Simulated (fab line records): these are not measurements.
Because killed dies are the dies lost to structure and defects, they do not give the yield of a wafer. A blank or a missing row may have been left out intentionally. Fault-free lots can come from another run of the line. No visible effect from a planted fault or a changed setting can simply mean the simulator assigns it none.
Matching of chambers -- flow n5_finfet -- N5_SD_EPI_N_ETCHBACK_44 on rie_diel-02 has 4 sister chambers
The step etches SiNx in CH3F/O2, stops on SiO2, target depth 14.5 nm. 14 wafers are shown with their chamber, then 7 later ones without.

## EACH WAFER AND ITS CHAMBER
wafer,chamber,throttle_valve_pct (%),showerhead_plenum_p_Torr (Torr),drypump_motor_current_A (A)
L330.2,0,16.27,1.99,5.63
L330.3,1,16.49,2.07,5.87
L330.6,3,16.74,1.99,5.57
L332.2,1,16.52,2.07,5.86
L332.3,2,16.29,1.99,5.38
L332.6,2,16.30,1.99,5.40
L333.1,2,16.30,1.99,5.32
L333.3,3,16.76,1.99,5.56
L333.6,1,16.50,2.07,5.89
L336.2,3,16.77,1.99,5.57
L336.3,2,16.30,1.98,5.41
L336.6,0,16.29,1.99,5.60
L337.1,2,16.30,1.98,5.42
L337.2,1,16.52,2.06,5.85

SIGNATURES (means of the wafers above)
reading,chamber 0,chamber 1,chamber 2,chamber 3,scatter within a chamber
throttle_valve_pct,16.2800,16.5075,16.2980,16.7567,0.0119
showerhead_plenum_p_Torr,1.9900,2.0675,1.9860,1.9900,0.00442
drypump_motor_current_A,5.6150,5.8675,5.3860,5.5667,0.0278
Rule: for a wafer and a chamber, the distance is found by dividing, reading by reading, the gap between the wafer's reading and the chamber's mean by the reading's scatter, squaring, summing and taking the root. The wafer belongs to the nearest chamber; if the next one is less than 2 further off, it can't be placed. The scatter is the square root of a quotient: the sum, over the shown wafers, of each reading's squared deviation from its chamber's mean, divided by wafers minus chambers.

## WAFERS WITHOUT THEIR CHAMBER
wafer,throttle_valve_pct (%),showerhead_plenum_p_Torr (Torr),drypump_motor_current_A (A)
L337.3,16.30,1.99,5.59
L338.3,16.32,1.99,5.60
L338.5,16.53,2.06,5.85
L338.6,16.33,1.99,5.59
L339.3,16.80,1.98,5.58
L339.4,16.32,1.98,5.60
L339.5,16.54,2.06,5.87

## CHAMBER TAKEN BY EACH
wafer,from the rows above,in truth
L337.3,0,0
L338.3,0,0
L338.5,1,1
L338.6,0,0
L339.3,3,3
L339.4,0,0
L339.5,1,1
Placed correctly: 7 of 7. Can't be placed from these rows: 0. 0 placed wrongly.
